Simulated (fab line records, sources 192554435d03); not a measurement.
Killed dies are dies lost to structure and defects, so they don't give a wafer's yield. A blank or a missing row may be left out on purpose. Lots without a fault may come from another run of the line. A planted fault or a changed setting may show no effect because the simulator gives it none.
Which tool did it? | flow n5_finfet | 11 lots, 33 wafers sampled, at 1 step of a route of 1938

WHAT THE GAUGES READ, wafer by wafer
N5_BEOL_M15_THK_MEAS_01. Usual: M15_ILD_THK 1623 nm, standard deviation 24.
lot  | measured     | on            | M15_ILD_THK (nm) | flag
L239 | day 11 19:56 | film_metro-01 | 1621 1619 1640   |
L244 | day 12 18:31 | film_metro-02 | 1622 1628 1648   |
L248 | day 13 21:30 | film_metro-01 | 1677 1637 1651   |
L247 | day 13 22:35 | film_metro-01 | 1608 1658 1634   |
L250 | day 14 05:55 | film_metro-02 | 1616 1595 1583   |
L253 | day 15 06:50 | film_metro-01 | 1629 1623 1626   |
L255 | day 15 20:23 | film_metro-02 | 1594 1612 1618   |
L256 | day 16 02:40 | film_metro-01 | 1631 1657 1618   |
L260 | day 16 19:57 | film_metro-02 | 1594 1669 1664   |
L258 | day 17 00:32 | film_metro-01 | 1613 1639 1626   |
L259 | day 17 01:21 | film_metro-02 | 1673 1629 1646   |

WHICH TOOL RAN EACH LOT (tool, then ch and the chambers of the sampled wafers, then the start)
The record holds no process step before these readings.

WHAT THE TOOLS THEMSELVES READ (means of the sampled wafers that have a number; where no wafer has one, the mark that the record gives instead)
The record holds no such reading with a usual standard deviation.

THE ANSWER, worked out from the rows above alone
Rule: a lot is off if the mean of its wafers that have a number lies more than 3 standard deviations from the usual mean. A lot without any number at a reading at which 4 lots or more have one is off too. The other lots that the step has rows for count as sound. The gauges are gone through in route order, then the tools' own readings, and for those a lot's mean is taken as printed above. The first step at which some lot is off is used, and at that step the reading that is off furthest; a lot without a number counts as furthest.
No lot is off at any reading shown: from this, nothing can be told.

WHAT THE SIMULATOR HAD PUT IN
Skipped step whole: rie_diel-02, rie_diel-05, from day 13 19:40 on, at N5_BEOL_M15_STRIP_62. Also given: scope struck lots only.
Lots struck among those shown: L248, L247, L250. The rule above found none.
